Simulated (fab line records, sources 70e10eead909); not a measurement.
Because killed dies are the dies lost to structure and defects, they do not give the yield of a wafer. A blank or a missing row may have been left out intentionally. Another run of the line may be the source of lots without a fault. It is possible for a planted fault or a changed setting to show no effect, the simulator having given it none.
Struck lot and sound lot, side by side | flow nandHarc | 15 steps out of a route of 1302
Sound: these wafers, L966.1, L966.3, L966.4. Struck: wafer L978.2. (L978.1, L978.6 of the same lot were not struck and are left out.) The cause comes at the end.
At each step with rows: each side's tool, then ch and its chambers, then its first start. Under that, the readings that differ: sound wafers | struck wafers | difference of the means | sigmas: that difference in standard deviations of wafers without a fault.
alike: a reading whose means differ by less than 2 such deviations, as well as words and numbers matching on both sides. not compared: withheld readings; readings where some wafer has no value; bounds like >300 that might hide an equal value; numbers whose values overlap and for which the record gives no deviation.
Wherever a step has rows on one side only, a row that says differs or no value, or a row with sigmas, the two part there. Non-overlapping numbers with no deviation appear without sigmas and do not part them. A reading missing from all wafers of one side parts the sides only when that side holds two or more wafers.

first, 1 step without rows for these wafers: NHARC_A_ONON_D1_DEP_03 (target thk 1000 nm).
NHARC_A_ONON_D1_THK_MEAS_05: measures by ellipsometry.
  sound: filmMetro-02 at day 9 21:50; struck: filmMetro-01 at day 14 22:11
  alike: thkNm
next comes 1 step that has no rows for these wafers: NHARC_A_ONON_D1_DEP_06 (target thickness 1000 nm).
NHARC_A_ONON_D1_THK_MEAS_08: measures by ellipsometry.
  sound: filmMetro-01 at day 9 22:24; struck: filmMetro-02 at day 14 22:44
reading    | sound          | struck | difference | sigmas
thkNm (nm) | 1024 1021 1024 | 983    | -40        | -4
next comes 1 step that has no rows for these wafers: NHARC_A_ONON_D1_DEP_09 (target thickness 1000 nm).
NHARC_A_ONON_D1_THK_MEAS_11: measures by ellipsometry.
  sound: filmMetro-01 at day 9 22:58; struck: filmMetro-02 at day 14 23:20
  alike: thkNm
next comes 1 step that has no rows for these wafers: NHARC_A_ONON_D1_DEP_12 (target thickness 1000 nm).
NHARC_A_ONON_D1_THK_MEAS_14: measures by ellipsometry.
  sound: filmMetro-01 at day 9 23:32; struck: filmMetro-01 at day 14 23:53
  alike: thkNm
then, 2 steps without rows for these wafers: NHARC_A_ONON_D1_ANNEAL_15 (time 3600 s); NHARC_A_ONON_D1_DEP_16 (target thk 1000 nm).
NHARC_A_ONON_D1_THK_MEAS_18: measures by ellipsometry.
  sound: filmMetro-02 at day 10 07:18; struck: filmMetro-01 at day 15 07:35
  alike: thkNm
NHARC_A_ONON_D1_DEP_19: target thk 1000 nm.
  sound on pecvdOnon-03 ch 0, day 10 07:22; struck on pecvdOnon-02 ch 0, day 15 07:38
NHARC_A_ONON_D1_THK_MEAS_21: measures by ellipsometry.
  sound: filmMetro-01 at day 10 07:52; struck: filmMetro-01 at day 15 08:09
reading    | sound          | struck | difference | sigmas
thkNm (nm) | 1009 1009 1008 | 685    | -324       | -27
next comes 1 step that has no rows for these wafers: NHARC_A_ONON_D1_DEP_22 (target thickness 1000 nm).
-- break in the record here, with 16 days between the starts of the struck wafers on either side (left off in module A_ONON_D1, picked up again in module END, where the first step shown is number 1302 on the route) --
NHARC_END_SORT_01:
  here the record holds rows for the struck wafers (prober-01 ch 0, day 31 04:56) but none for the sound ones

## WHERE THEY PART
At NHARC_A_ONON_D1_THK_MEAS_08 first; at NHARC_END_SORT_01 last (within this record only).

WHY: the cause the simulator had injected
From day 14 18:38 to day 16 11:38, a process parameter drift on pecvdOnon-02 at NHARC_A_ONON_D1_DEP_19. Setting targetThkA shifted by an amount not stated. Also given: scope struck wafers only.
